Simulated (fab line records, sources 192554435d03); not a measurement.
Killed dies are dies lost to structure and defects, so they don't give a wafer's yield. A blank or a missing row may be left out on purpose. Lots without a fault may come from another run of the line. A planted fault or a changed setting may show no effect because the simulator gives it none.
One fault seen from 2 desks | flow n5_finfet | each desk has only its own numbers; what lay behind them comes last

THE METROLOGY DESK
What the gauges read, lot by lot, whatever tool the lot ran on: means of the sampled wafers that have a number. A lot is out of limits, marked OUT, if its mean lies more than 4 standard deviations from the usual mean; the brackets give that distance. Of its 10 readings 7 are shown: those that lie furthest out on some lot.
Columns: A = DIBL_N at N5_BEOL_M4_RC_MEAS_101, usual 36.4 mV/V; B = DIBL_P at N5_BEOL_M4_RC_MEAS_101, usual 36.4 mV/V; C = IOFF_P at N5_BEOL_M4_RC_MEAS_101, usual 0.214 nA/um; D = ION_N at N5_BEOL_M4_RC_MEAS_101, usual 675 uA/um; E = SS_N at N5_BEOL_M4_RC_MEAS_101, usual 71.5 mV/dec; F = SS_P at N5_BEOL_M4_RC_MEAS_101, usual 73.3 mV/dec; G = VT_P at N5_BEOL_M4_RC_MEAS_101, usual -250.1 mV
lot  | first seen here | A    | B    | C     | D   | E    | F    | G
L231 | day 9 21:38     | 35.1 | 37.1 | 0.229 | 664 | 71.6 | 73.4 | -246.7
L238 | day 12 01:05    | 36.0 | 34.6 | 0.193 | 675 | 71.3 | 72.6 | -251.5
L239 | day 12 06:06    | 35.4 | 35.2 | 0.195 | 681 | 70.5 | 73.1 | -250.9
L241 | day 12 12:56    | 37.1 | 37.0 | 0.239 | 675 | 71.8 | 73.9 | -247.5
This desk's finding: nothing out of limits on any of the 4 lots.

THE TOOL OWNER'S DESK: litho_track-02
The tool's own readings at N5_MOL_CONTACT_COAG_COAT_34 (resist thk 40 nm): means of the sampled wafers that have a number, for each lot that ran on this tool. A lot is out of limits, marked OUT, if its mean lies more than 4 standard deviations from the usual mean; the brackets give that distance.
Columns: A = spin_speed_rpm at N5_MOL_CONTACT_COAG_COAT_34, usual 1500.2 rpm
lot  | first seen here | A
L231 | day 7 02:01     | 1500.5
L238 | day 9 05:03     | 1429.6 (-93) OUT
L239 | day 9 14:43     | 1429.6 (-93) OUT
This desk's finding: out of limits on L238, L239; first on L238, day 9 05:03 (spin_speed_rpm at N5_MOL_CONTACT_COAG_COAT_34). In limits: L231.

PUT TOGETHER
The tool owner's desk could have raised an alarm at day 9 05:03, on L238, L239.
The metrology desk saw nothing out of limits.
The metrology desk has L238, L239 on record, within its limits.
Of the lots named, all ran N5_MOL_CONTACT_COAG_COAT_34 on litho_track-02.

WHAT THE SIMULATOR HAD PUT IN
Process parameter drift: litho_track-02, from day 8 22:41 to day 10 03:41, at N5_MOL_CONTACT_COAG_COAT_34. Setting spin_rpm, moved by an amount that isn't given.
Lots struck among those shown: L238, L239.
Hours from the fault's start to each desk's first reading out of limits: the tool owner's desk, 6.
